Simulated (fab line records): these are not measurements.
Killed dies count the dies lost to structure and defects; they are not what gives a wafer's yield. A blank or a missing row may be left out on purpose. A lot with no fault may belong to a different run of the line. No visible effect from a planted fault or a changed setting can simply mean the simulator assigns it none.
Chamber matching | flow nand-harc | NHARC_P_BONDPAD_ACTIVATE_29 on rie-diel-06 has 4 sister chambers
The step chemistry N2, time 60 s. 14 wafers are shown with their chamber, then 7 later ones without.

== WAFERS PAIRED WITH THEIR CHAMBERS ==
wafer  | chamber | drypump-motor-current-A (A) | oes-product-au (a.u.) | rf-vpp-V (V)
L845.2 | 2       | 5.6                         | 0.996                 | 64.1
L845.3 | 0       | 5.2                         | 1.001                 | 64.1
L845.5 | 2       | 5.6                         | 0.995                 | 65.5
L846.2 | 3       | 5.8                         | 0.983                 | 63.5
L846.3 | 1       | 5.7                         | 1.015                 | 64.4
L846.5 | 3       | 5.8                         | 0.994                 | 64.4
L847.3 | 2       | 5.5                         | 0.994                 | 65.8
L847.5 | 2       | 5.5                         | 1.010                 | 63.9
L847.6 | 1       | 5.7                         | 1.018                 | 64.1
L848.1 | 2       | 5.6                         | 0.991                 | 64.1
L848.4 | 1       | 5.7                         | 1.000                 | 64.3
L848.6 | 1       | 5.7                         | 1.000                 | 63.7
L855.1 | 3       | 5.8                         | 0.974                 | 64.6
L855.3 | 0       | 5.2                         | 1.006                 | 64.6

SIGNATURES (means of the wafers above)
reading                 | chamber 0 | chamber 1 | chamber 2 | chamber 3 | scatter within a chamber
drypump-motor-current-A | 5.200     | 5.700     | 5.560     | 5.800     | 0.0346
oes-product-au          | 1.00350   | 1.00825   | 0.99720   | 0.98367   | 0.00842
rf-vpp-V                | 64.350    | 64.125    | 64.680    | 64.167    | 0.656
Rule: a wafer lies at a distance from a chamber equal to the root of the sum of squares, over the readings, of (its reading less the chamber's mean, divided by the reading's scatter). The wafer belongs to the nearest chamber; if the next one is less than 2 further off, it can't be placed. The scatter: the root of (the sum of the squares of (reading less its chamber's mean) over the shown wafers, divided by (wafers less chambers)).

== WAFERS WITH NO CHAMBER GIVEN ==
wafer  | drypump-motor-current-A (A) | oes-product-au (a.u.) | rf-vpp-V (V)
L855.6 | 5.8                         | 0.984                 | 63.9
L856.4 | 5.6                         | 1.006                 | 63.8
L856.5 | 5.2                         | 1.020                 | 65.2
L856.6 | 5.6                         | 1.009                 | 65.2
L857.2 | 5.8                         | 0.989                 | 65.1
L857.4 | 5.6                         | 1.011                 | 64.1
L857.5 | 5.6                         | 1.017                 | 63.9

== THE CHAMBER EACH PASSED THROUGH ==
wafer  | from the rows above     | in truth
L855.6 | 3                       | 3
L856.4 | can't be placed: 2 or 1 | 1
L856.5 | 0                       | 0
L856.6 | can't be placed: 2 or 1 | 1
L857.2 | 3                       | 3
L857.4 | can't be placed: 2 or 1 | 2
L857.5 | can't be placed: 2 or 1 | 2
Correctly placed: 3 of 7. From these rows, 4 cannot be placed; in 4 the true chamber is one of the candidates. 0 placed wrongly.
